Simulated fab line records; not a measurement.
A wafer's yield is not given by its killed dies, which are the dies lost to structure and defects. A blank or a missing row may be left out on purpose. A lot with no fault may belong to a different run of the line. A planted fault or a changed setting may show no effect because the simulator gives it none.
fab line records + flow n5Finfet + part 2 of 2: steps 5 to 6 of 6
record
- lots=20
- wafers=60
- lastDay=18
route steps=1938 shown BEOL_M3@1013 BEOL_M4@1034
lots untouched by any fault: they come from a run of this same line in which no faults occurred
startH: hours from the record's first day to the start of the lot's first wafer shown + waitH: time in hours since the lot's previous step + " repeats the value in the row above + L1.1+2: several wafers, shown together as one row + - value missing, or start not given + * or withheld: withheld + < > ~ a bound
route shown NAME@n: a module of which the file shows steps, and the number in the route of the first + usual: mean/standard deviation of fault-free wafers + same: alike in all rows + chamber/n: place in a boat + sites: each site's reading + _std_site: their standard deviation + _edge_site: the outer-site mean with the inner-site mean subtracted + radiusMm: for every site, how far away it sits from the centre of the wafer + mask NAME#n: copy n + behind: the tool/chamber that last shaped the wafer + hold: the reason the lot was held/the length of the hold in hours/how it ended + device: names the non-switching transistor (n, p or np) + end of line: tests of these same wafers at the route's end + a step given without rows: its recipe and nothing more + killed: dies that structure and defects cost at the first sort, which is not the same as the wafer's yield + map: a wafer's dies, marking killed ones x, the rest . and places with no die _
set.NAME: the setting that was run; set.NAME@STEP: the one run at that earlier step + model.NAME: the simulator's own value behind a step, which no gauge read
route steps across a sampled set of lots; one table per step, one row per wafer
services: from which hour (startH, from the record's first day; less than 0 if before it) a tool's chamber was out of use, for how many hours, and why
## steps
# step N5_BEOL_M4_STRIP_36
# recipe
- chemistry=N2/H2
- powerW=450
- tempC=40
- pressureMtorr=20
- rfFrequencyHz=6e+07
- overashFraction=0.3
- biasPowerW=7
- h2Frac=0.5
- n2FlowSccm=200
- h2FlowSccm=200
# usual
- drypumpMotorCurrentA=5.8/0.46
- oesProductAu=0.80/0.1
- rfVppV=59.2/1.5
- showerheadPlenumPTorr=2.51/0.087
- throttleValvePct=23.6/0.41
| lot.wafer | tool       | chamber | startH | waitH | drypumpMotorCurrentA | oesProductAu | rfHoursCounterH | rfVppV | showerheadPlenumPTorr | throttleValvePct |
|-----------|------------|---------|--------|-------|----------------------|--------------|-----------------|--------|-----------------------|------------------|
| L075.2    | rieDiel-05 | 1       | 156.59 | 0.0   | 6.1                  | 0.89         | 36              | 60.9   | 2.51                  | 23.6             |
| L075.4    | "          | 2       | "      | "     | 5.1                  | 0.70         | -               | 60.9   | 2.64                  | 23.5             |
| L075.6    | "          | 0       | "      | "     | 5.7                  | 0.69         | -               | 60.4   | 2.38                  | 23.5             |
| L074.3    | rieDiel-04 | 1       | 156.90 | 0.0   | 5.2                  | 0.71         | 180             | 60.2   | 2.43                  | 23.0             |
| L074.5    | "          | 2       | "      | "     | 5.8                  | 0.73         | -               | 58.1   | 2.65                  | 23.9             |
| L074.6    | "          | 3       | "      | "     | 5.3                  | 0.89         | -               | 57.3   | 2.48                  | 22.9             |
| L076.1    | rieDiel-06 | 3       | 174.46 | 0.0   | 6.5                  | 0.85         | 52              | 60.8   | 2.48                  | 23.6             |
| L076.4    | "          | 0       | "      | "     | 6.6                  | 0.68         | 241             | 58.2   | 2.48                  | 23.8             |
| L076.5    | "          | 3       | "      | "     | 6.5                  | 0.85         | -               | 59.3   | 2.47                  | 23.6             |
| L077.1    | rieDiel-04 | 2       | 180.51 | 0.0   | 5.8                  | 0.72         | 178             | 57.0   | 2.65                  | 23.9             |
| L077.4    | "          | 1       | "      | "     | 5.2                  | 0.70         | 187             | 58.7   | 2.42                  | 23.0             |
| L077.6    | "          | 3       | "      | "     | 5.3                  | 0.88         | -               | 59.0   | 2.48                  | 22.9             |
| L078.1    | rieDiel-04 | 2       | 182.46 | 0.0   | 5.8                  | 0.72         | 179             | 59.6   | 2.64                  | 23.9             |
| L078.5    | "          | 2       | "      | "     | 5.8                  | 0.72         | -               | 60.9   | 2.64                  | 23.9             |
| L078.6    | "          | 3       | "      | "     | 5.3                  | 0.88         | -               | 58.1   | 2.48                  | 22.9             |
| L079.1    | rieDiel-06 | 2       | 187.17 | 0.0   | 5.4                  | 0.70         | 200             | 59.6   | 2.44                  | 24.0             |
| L079.2    | "          | 1       | "      | "     | 6.0                  | 0.70         | 239             | 60.1   | 2.50                  | 23.9             |
| L079.3    | "          | 0       | "      | "     | 6.6                  | 0.68         | 247             | 59.2   | 2.47                  | 23.8             |
| L082.3    | rieDiel-05 | 1       | 209.15 | 0.0   | 6.1                  | 0.85         | -               | 63.1   | 2.50                  | 23.7             |
| L082.4    | "          | 3       | "      | "     | 5.6                  | 0.67         | -               | 62.1   | 2.51                  | 24.4             |
| L082.6    | "          | 3       | "      | "     | 5.6                  | 0.67         | -               | 61.3   | 2.52                  | 24.4             |
| L083.2    | rieDiel-05 | 1       | 213.95 | 0.0   | 6.1                  | 0.86         | -               | 61.0   | 2.50                  | 23.7             |
| L083.4    | "          | 1       | "      | "     | 6.1                  | 0.83         | -               | 57.6   | 2.50                  | 23.7             |
| L083.6    | "          | 1       | "      | "     | 6.1                  | 0.84         | -               | 59.6   | 2.50                  | 23.6             |
| L084.2    | rieDiel-04 | 1       | 215.22 | 0.0   | 5.2                  | 0.68         | 201             | 57.9   | 2.42                  | 23.0             |
| L084.3    | "          | 2       | "      | "     | 5.8                  | 0.70         | 194             | 59.3   | 2.64                  | 24.0             |
| L084.4    | "          | 2       | "      | "     | 5.8                  | 0.70         | -               | 60.3   | 2.64                  | 23.9             |
| L087.1    | rieDiel-05 | 2       | 234.89 | 0.0   | 5.1                  | 0.71         | 231             | 60.2   | 2.62                  | 23.6             |
| L087.4    | "          | 1       | "      | "     | 6.1                  | 0.83         | 67              | 57.5   | 2.49                  | 23.7             |
| L087.5    | "          | 0       | "      | "     | 5.7                  | 0.93         | -               | 58.4   | 2.68                  | 23.0             |
| L085.1    | rieDiel-06 | 2       | 238.04 | 0.0   | 5.5                  | 0.68         | 223             | 59.1   | 2.43                  | 24.0             |
| L085.2    | "          | 0       | "      | "     | 6.6                  | 0.95         | 4               | 60.0   | 2.47                  | 23.3             |
| L085.5    | "          | 0       | "      | "     | 6.6                  | 0.95         | -               | 61.4   | 2.47                  | 23.3             |
| L088.2    | rieDiel-06 | 0       | 238.51 | 0.0   | 6.6                  | 0.94         | 4               | 58.9   | 2.47                  | 23.3             |
| L088.4    | "          | 3       | "      | "     | 6.5                  | 0.82         | -               | 58.3   | 2.47                  | 23.6             |
| L088.5    | "          | 0       | "      | "     | 6.6                  | 0.94         | -               | 59.5   | 2.47                  | 23.3             |
| L089.1    | rieDiel-04 | 2       | 262.07 | 0.0   | 5.9                  | 0.70         | 213             | 59.0   | 2.63                  | 24.0             |
| L089.5    | "          | 0       | "      | "     | 5.7                  | 0.93         | -               | 57.3   | 2.71                  | 23.6             |
| L089.6    | "          | 3       | "      | "     | 5.3                  | 0.83         | -               | 59.4   | 2.46                  | 23.0             |
| L090.3    | rieDiel-05 | 0       | 265.60 | 0.0   | 5.7                  | 0.90         | 16              | 62.5   | 2.68                  | 23.1             |
| L090.4    | "          | 1       | "      | "     | 6.0                  | 0.82         | 77              | 60.0   | 2.49                  | 23.7             |
| L090.6    | "          | 2       | "      | "     | 5.1                  | 0.70         | -               | 58.3   | 2.62                  | 23.5             |
| L091.1    | rieDiel-06 | 0       | 271.33 | 0.0   | 6.6                  | 0.90         | 17              | 59.9   | 2.47                  | 23.3             |
| L091.5    | "          | 1       | "      | "     | 6.0                  | 0.96         | -               | 60.8   | 2.48                  | 23.5             |
| L091.6    | "          | 2       | "      | "     | 5.4                  | 0.65         | -               | 56.9   | 2.42                  | 24.1             |
| L094.2    | rieDiel-05 | 0       | 291.97 | 0.0   | 5.7                  | 0.88         | 25              | 61.5   | 2.68                  | 23.1             |
| L094.4    | "          | 0       | "      | "     | 5.7                  | 0.89         | -               | 61.4   | 2.67                  | 23.1             |
| L094.5    | "          | 3       | "      | "     | 5.6                  | 0.95         | -               | 58.5   | 2.50                  | 24.3             |
| L092.1    | rieDiel-06 | 2       | 291.97 | 0.0   | 5.5                  | 0.66         | 242             | 57.2   | 2.42                  | 24.1             |
| L092.3    | "          | 0       | "      | "     | 6.6                  | 0.88         | 21              | 57.1   | 2.46                  | 23.3             |
| L092.4    | "          | 3       | "      | "     | 6.5                  | 0.80         | 96              | 58.3   | 2.46                  | 23.6             |
| L095.3    | rieDiel-06 | 0       | 299.49 | 0.0   | 6.6                  | 0.89         | 25              | 59.7   | 2.46                  | 23.3             |
| L095.5    | "          | 1       | "      | "     | 6.0                  | 0.93         | -               | 59.6   | 2.48                  | 23.5             |
| L095.6    | "          | 0       | "      | "     | 6.6                  | 0.90         | -               | 60.5   | 2.46                  | 23.3             |
| L096.1    | rieDiel-04 | 3       | 314.32 | 0.0   | 5.4                  | 0.82         | 85              | 60.4   | 2.45                  | 23.0             |
| L096.4    | "          | 1       | "      | "     | 5.2                  | 0.66         | -               | 59.3   | 2.40                  | 23.1             |
| L096.5    | "          | 3       | "      | "     | 5.3                  | 0.81         | -               | 59.3   | 2.45                  | 23.0             |
| L097.1    | rieDiel-04 | 2       | 321.15 | 0.0   | 5.8                  | 0.68         | 228             | 61.0   | 2.62                  | 24.0             |
| L097.5    | "          | 0       | "      | "     | 5.6                  | 0.88         | -               | 56.7   | 2.70                  | 23.6             |
| L097.6    | "          | 3       | "      | "     | 5.3                  | 0.81         | -               | 58.2   | 2.45                  | 23.0             |
# step N5_BEOL_M4_TRENCH_ETCH_37
# recipe
- chemistry=C4F6/O2
- targetDepthA=555.55
- target=SiOC
- timeS=29.2
- ionEnergyEv=250
- pressureMtorr=30
- sourceW=355
- biasW=185
- Ar_flow_sccm=300
- C4F6_flow_sccm=10
- O2_flow_sccm=10
# usual
- C4F6_flow_sccm=9.996/0.029
- drypumpMotorCurrentA=5.8/0.46
- oes_f_703_au=0.82/0.1
- oesProductAu=0.80/0.1
- rfVppV=657/15
- showerheadPlenumPTorr=2.81/0.1
- throttleValvePct=20.75/0.22
| lot.wafer | tool       | chamber | startH | waitH | C4F6_flow_sccm | drypumpMotorCurrentA | oes_f_703_au | oesProductAu | rfHoursCounterH | rfVppV | showerheadPlenumPTorr | throttleValvePct |
|-----------|------------|---------|--------|-------|----------------|----------------------|--------------|--------------|-----------------|--------|-----------------------|------------------|
| L075.2    | rieDiel-05 | 1       | -      | -     | 10.008         | 6.1                  | 0.89         | 0.87         | 36              | 657    | 2.80                  | 20.60            |
| L075.4    | "          | 2       | "      | "     | 9.993          | 5.1                  | 0.72         | 0.70         | -               | 660    | 2.97                  | 20.82            |
| L075.6    | "          | 0       | "      | "     | 9.996          | 5.7                  | 0.70         | 0.69         | -               | 678    | 2.71                  | 21.12            |
| L074.3    | rieDiel-04 | 1       | -      | -     | 9.957          | 5.2                  | 0.74         | 0.71         | 180             | 653    | 2.71                  | 20.35            |
| L074.5    | "          | 2       | "      | "     | 9.984          | 5.8                  | 0.75         | 0.73         | -               | 651    | 2.94                  | 20.91            |
| L074.6    | "          | 3       | "      | "     | 9.999          | 5.4                  | 0.92         | 0.91         | -               | 658    | 2.81                  | 20.53            |
| L076.1    | rieDiel-06 | 3       | -      | -     | 10.004         | 6.5                  | 0.93         | 0.88         | 52              | 631    | 2.74                  | 20.50            |
| L076.4    | "          | 0       | "      | "     | 9.982          | 6.7                  | 0.71         | 0.69         | 241             | 656    | 2.82                  | 21.27            |
| L076.5    | "          | 3       | "      | "     | 9.990          | 6.5                  | 0.93         | 0.89         | -               | 630    | 2.74                  | 20.51            |
| L077.1    | rieDiel-04 | 2       | -      | -     | 9.953          | 5.8                  | 0.75         | 0.72         | 178             | 649    | 2.94                  | 20.94            |
| L077.4    | "          | 1       | "      | "     | 10.003         | 5.3                  | 0.73         | 0.70         | 187             | 653    | 2.70                  | 20.34            |
| L077.6    | "          | 3       | "      | "     | 10.004         | 5.3                  | 0.89         | 0.89         | -               | 658    | 2.81                  | 20.54            |
| L078.1    | rieDiel-04 | 2       | -      | -     | 10.041         | 5.8                  | 0.74         | 0.72         | 179             | 650    | 2.93                  | 20.94            |
| L078.5    | "          | 2       | "      | "     | 10.021         | 5.8                  | 0.75         | 0.73         | -               | 650    | 2.93                  | 20.93            |
| L078.6    | "          | 3       | "      | "     | 10.021         | 5.4                  | 0.90         | 0.88         | -               | 657    | 2.81                  | 20.55            |
| L079.1    | rieDiel-06 | 2       | -      | -     | 9.948          | 5.5                  | 0.70         | 0.70         | 200             | 687    | 2.68                  | 20.77            |
| L079.2    | "          | 1       | "      | "     | 10.024         | 6.0                  | 0.72         | 0.70         | 239             | 670    | 2.78                  | 21.08            |
| L079.3    | "          | 0       | "      | "     | 10.026         | 6.6                  | 0.71         | 0.69         | 247             | 655    | 2.82                  | 21.25            |
| L082.3    | rieDiel-05 | 1       | -      | -     | 10.002         | 6.1                  | 0.86         | 0.85         | -               | 656    | 2.80                  | 20.64            |
| L082.4    | "          | 3       | "      | "     | 10.081         | 5.6                  | 0.67         | 0.66         | -               | 642    | 2.83                  | 21.25            |
| L082.6    | "          | 3       | "      | "     | 10.028         | 5.6                  | 0.68         | 0.66         | -               | 640    | 2.83                  | 21.26            |
| L083.2    | rieDiel-05 | 1       | -      | -     | 10.009         | 6.1                  | 0.85         | 0.86         | -               | 656    | 2.80                  | 20.64            |
| L083.4    | "          | 1       | "      | "     | 9.951          | 6.0                  | 0.86         | 0.85         | -               | 659    | 2.80                  | 20.63            |
| L083.6    | "          | 1       | "      | "     | 10.016         | 6.1                  | 0.86         | 0.84         | -               | 659    | 2.80                  | 20.65            |
| L084.2    | rieDiel-04 | 1       | -      | -     | 10.010         | 5.2                  | 0.72         | 0.70         | 201             | 653    | 2.70                  | 20.38            |
| L084.3    | "          | 2       | "      | "     | 10.007         | 5.8                  | 0.73         | 0.72         | 194             | 649    | 2.93                  | 20.98            |
| L084.4    | "          | 2       | "      | "     | 9.984          | 5.8                  | 0.73         | 0.71         | -               | 650    | 2.93                  | 20.94            |
| L087.1    | rieDiel-05 | 2       | -      | -     | 9.996          | 5.1                  | 0.69         | 0.69         | 231             | 661    | 2.95                  | 20.87            |
| L087.4    | "          | 1       | "      | "     | 9.954          | 6.1                  | 0.84         | 0.82         | 67              | 657    | 2.79                  | 20.66            |
| L087.5    | "          | 0       | "      | "     | 9.991          | 5.7                  | 0.94         | 0.93         | -               | 688    | 3.04                  | 20.73            |
| L085.1    | rieDiel-06 | 2       | -      | -     | 9.962          | 5.4                  | 0.69         | 0.68         | 223             | 687    | 2.67                  | 20.79            |
| L085.2    | "          | 0       | "      | "     | 9.951          | 6.7                  | 0.97         | 0.95         | 4               | 655    | 2.82                  | 20.83            |
| L085.5    | "          | 0       | "      | "     | 9.975          | 6.7                  | 0.96         | 0.95         | -               | 655    | 2.82                  | 20.84            |
| L088.2    | rieDiel-06 | 0       | -      | -     | 9.982          | 6.6                  | 0.97         | 0.95         | 4               | 654    | 2.82                  | 20.84            |
| L088.4    | "          | 3       | "      | "     | 10.004         | 6.5                  | 0.90         | 0.85         | -               | 628    | 2.73                  | 20.56            |
| L088.5    | "          | 0       | "      | "     | 9.996          | 6.6                  | 0.96         | 0.94         | -               | 655    | 2.82                  | 20.84            |
| L089.1    | rieDiel-04 | 2       | -      | -     | 9.996          | 5.8                  | 0.72         | 0.70         | 213             | 649    | 2.92                  | 20.99            |
| L089.5    | "          | 0       | "      | "     | 9.988          | 5.6                  | 0.94         | 0.92         | -               | 665    | 3.05                  | 20.58            |
| L089.6    | "          | 3       | "      | "     | 10.007         | 5.3                  | 0.85         | 0.84         | -               | 657    | 2.79                  | 20.59            |
| L090.3    | rieDiel-05 | 0       | -      | -     | 9.996          | 5.7                  | 0.91         | 0.91         | 16              | 686    | 3.04                  | 20.74            |
| L090.4    | "          | 1       | "      | "     | 10.019         | 6.1                  | 0.83         | 0.82         | 77              | 659    | 2.79                  | 20.66            |
| L090.6    | "          | 2       | "      | "     | 9.972          | 5.1                  | 0.68         | 0.68         | -               | 659    | 2.95                  | 20.88            |
| L091.1    | rieDiel-06 | 0       | -      | -     | 9.961          | 6.7                  | 0.93         | 0.91         | 17              | 654    | 2.81                  | 20.86            |
| L091.5    | "          | 1       | "      | "     | 9.959          | 6.0                  | 0.98         | 0.97         | -               | 667    | 2.76                  | 20.69            |
| L091.6    | "          | 2       | "      | "     | 9.979          | 5.4                  | 0.68         | 0.68         | -               | 685    | 2.66                  | 20.82            |
| L094.2    | rieDiel-05 | 0       | -      | -     | 9.978          | 5.8                  | 0.88         | 0.89         | 25              | 687    | 3.03                  | 20.75            |
| L094.4    | "          | 0       | "      | "     | 9.983          | 5.7                  | 0.88         | 0.89         | -               | 689    | 3.03                  | 20.76            |
| L094.5    | "          | 3       | "      | "     | 10.021         | 5.6                  | 0.92         | 0.93         | -               | 640    | 2.82                  | 20.94            |
| L092.1    | rieDiel-06 | 2       | -      | -     | 10.000         | 5.4                  | 0.68         | 0.67         | 242             | 685    | 2.66                  | 20.82            |
| L092.3    | "          | 0       | "      | "     | 10.010         | 6.6                  | 0.93         | 0.90         | 22              | 656    | 2.81                  | 20.86            |
| L092.4    | "          | 3       | "      | "     | 10.034         | 6.5                  | 0.87         | 0.82         | 96              | 629    | 2.72                  | 20.59            |
| L095.3    | rieDiel-06 | 0       | -      | -     | 10.025         | 6.6                  | 0.91         | 0.89         | 25              | 655    | 2.81                  | 20.87            |
| L095.5    | "          | 1       | "      | "     | 9.977          | 6.0                  | 0.95         | 0.94         | -               | 667    | 2.76                  | 20.69            |
| L095.6    | "          | 0       | "      | "     | 10.018         | 6.6                  | 0.91         | 0.89         | -               | 655    | 2.81                  | 20.89            |
| L096.1    | rieDiel-04 | 3       | -      | -     | 9.995          | 5.4                  | 0.82         | 0.81         | 85              | 656    | 2.79                  | 20.61            |
| L096.4    | "          | 1       | "      | "     | 10.051         | 5.3                  | 0.70         | 0.67         | -               | 652    | 2.68                  | 20.46            |
| L096.5    | "          | 3       | "      | "     | 10.000         | 5.4                  | 0.83         | 0.82         | -               | 657    | 2.79                  | 20.63            |
| L097.1    | rieDiel-04 | 2       | -      | -     | 10.037         | 5.8                  | 0.71         | 0.69         | 228             | 648    | 2.91                  | 21.01            |
| L097.5    | "          | 0       | "      | "     | 10.022         | 5.6                  | 0.89         | 0.89         | -               | 663    | 3.04                  | 20.61            |
| L097.6    | "          | 3       | "      | "     | 10.033         | 5.3                  | 0.82         | 0.82         | -               | 657    | 2.79                  | 20.62            |
## services
| tool       | chamber | startH | hours | kind                        |
|------------|---------|--------|-------|-----------------------------|
| rieDiel-04 | 2       | 130.36 | 10.1  | repair                      |
| rieDiel-05 | 3       | 134.08 | 65.0  | repair                      |
| rieDiel-05 | 1       | 183.09 | 9.7   | repair                      |
| rieDiel-05 | 0       | 199.06 | -     | clean                       |
| rieDiel-05 | 0       | 199.06 | -     | consumableReplace:focusRing |
| cmp-01     | -       | 199.59 | 4.0   | pm                          |
| rieDiel-05 | 3       | 209.61 | 4.5   | repair                      |
| cmp-02     | -       | 212.30 | 1.2   | repair                      |
| rieDiel-05 | 0       | 223.81 | 5.5   | repair                      |
| cmp-04     | -       | 226.17 | 0.8   | repair                      |
| cmp-02     | -       | 240.29 | 1.6   | repair                      |
| cmp-04     | -       | 247.55 | 1.4   | repair                      |
| cmp-01     | -       | 252.12 | 1.1   | repair                      |
| rieDiel-04 | -       | 266.81 | 2.4   | repair                      |
| rieDiel-06 | -       | 267.21 | 0.6   | repair                      |
| rieDiel-06 | -       | 275.37 | 4.3   | pm                          |
| cmp-04     | -       | 277.06 | 6.8   | pm                          |
| cmp-02     | -       | 282.76 | 1.0   | repair                      |
| cmp-01     | -       | 288.05 | 0.5   | repair                      |
| rieDiel-06 | 2       | 294.86 | 13.9  | repair                      |
| rieDiel-04 | 2       | 302.94 | 7.1   | repair                      |
| rieDiel-04 | 2       | 310.68 | 4.4   | repair                      |
| cmp-02     | -       | 313.07 | 4.0   | pm                          |
| cmp-02     | -       | 317.07 | 3.0   | pm                          |
